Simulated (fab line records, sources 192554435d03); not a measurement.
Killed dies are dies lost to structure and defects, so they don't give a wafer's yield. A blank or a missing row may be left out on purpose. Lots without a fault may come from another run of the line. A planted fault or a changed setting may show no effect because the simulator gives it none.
Chamber matching | flow n5_finfet | N5_PMOS_HMC_CHANNEL_EPI_HM_OPEN_15 on rie_diel-03: 4 sister chambers
The step chemistry CHF3/O2, target SiO2, target depth 40.6 nm, time 20.3 s. 8 wafers are shown with their chamber, then 8 later ones without.

WAFERS WITH THEIR CHAMBER
wafer  | chamber | showerhead_plenum_p_Torr (Torr) | throttle_valve_pct (%)
L081.5 | 2       | 2.31                            | 18.43
L083.1 | 1       | 2.53                            | 18.33
L083.2 | 2       | 2.31                            | 18.43
L083.5 | 3       | 2.49                            | 19.30
L084.1 | 1       | 2.53                            | 18.32
L084.5 | 3       | 2.49                            | 19.29
L084.6 | 0       | 2.58                            | 18.55
L088.2 | 0       | 2.57                            | 18.54

WAFERS WITHOUT THEIR CHAMBER
wafer  | showerhead_plenum_p_Torr (Torr) | throttle_valve_pct (%)
L088.5 | 2.57                            | 18.56
L088.6 | 2.53                            | 18.35
L090.2 | 2.49                            | 19.31
L090.3 | 2.57                            | 18.56
L090.4 | 2.53                            | 18.34
L093.1 | 2.30                            | 18.45
L093.2 | 2.48                            | 19.33
L093.3 | 2.52                            | 18.36

WHICH CHAMBER EACH WENT THROUGH
wafer  | from the rows above | in truth
L088.5 | 0                   | 0
L088.6 | 1                   | 1
L090.2 | 3                   | 3
L090.3 | 0                   | 0
L090.4 | 1                   | 1
L093.1 | 2                   | 2
L093.2 | 3                   | 3
L093.3 | 1                   | 1
Placed correctly: 8 of 8. Can't be placed from these rows: 0. Placed wrongly: 0.
How it was worked out, from the rows above alone: a wafer's distance from a chamber is the root of the sum, over the readings, of the square of ((its reading less the chamber's mean) divided by the reading's scatter). The wafer belongs to the nearest chamber; if the next one is less than 2 further off, it can't be placed. A chamber's mean is the mean of its shown wafers. The scatter: the root of (the sum of the squares of (reading less its chamber's mean) over the shown wafers, divided by (wafers less chambers)).
